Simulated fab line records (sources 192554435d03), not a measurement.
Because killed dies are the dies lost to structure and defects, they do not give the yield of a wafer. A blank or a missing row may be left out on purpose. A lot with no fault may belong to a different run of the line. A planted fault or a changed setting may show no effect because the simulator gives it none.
Matching of chambers :: flow n5_finfet :: 4 sister chambers for N5_BEOL_M4_CMP_52 on cmp-02
The step polishes, stops on SiOC, t overpolish 6.8 s, target thk 40 nm. 4 wafers are shown with their chamber, then 7 later ones without.

== WAFERS WITH THEIR CHAMBER ==
wafer: L091.4
chamber: 2
motor_current_A (A): 5.5

wafer: L091.6
chamber: 3
motor_current_A (A): 5.5

wafer: L090.1
chamber: 1
motor_current_A (A): 6.2

wafer: L090.3
chamber: 0
motor_current_A (A): 5.2

== WAFERS MISSING THEIR CHAMBER ==
wafer: L090.6
motor_current_A (A): 5.5

wafer: L093.1
motor_current_A (A): 6.3

wafer: L093.3
motor_current_A (A): 5.6

wafer: L093.5
motor_current_A (A): 5.6

wafer: L096.3
motor_current_A (A): 5.3

wafer: L096.4
motor_current_A (A): 6.3

wafer: L096.5
motor_current_A (A): 6.3

== THE CHAMBER EACH PASSED THROUGH ==
wafer: L090.6
from the rows above: can't be placed: 2 or 3
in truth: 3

wafer: L093.1
from the rows above: 1
in truth: 1

wafer: L093.3
from the rows above: can't be placed: 2 or 3
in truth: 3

wafer: L093.5
from the rows above: can't be placed: 2 or 3
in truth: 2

wafer: L096.3
from the rows above: can't be placed: 0 or 2 or 3
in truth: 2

wafer: L096.4
from the rows above: 1
in truth: 1

wafer: L096.5
from the rows above: 1
in truth: 1
3 of 7 placed correctly. Cannot be placed on the basis of these rows: 4; the candidates contain the true chamber in 4. Placed wrongly: 0.
How it was worked out, from the rows above alone: a wafer's distance from a chamber is the root of the sum, over the readings, of the square of ((its reading less the chamber's mean) divided by the reading's scatter). The wafer belongs to the nearest chamber; if the next one is less than 2 further off, it can't be placed. The mean given for a chamber averages the wafers shown for that chamber. The scatter: root of mean squared gap, hidden wafer to nearest shown wafer, with one shown wafer a chamber.
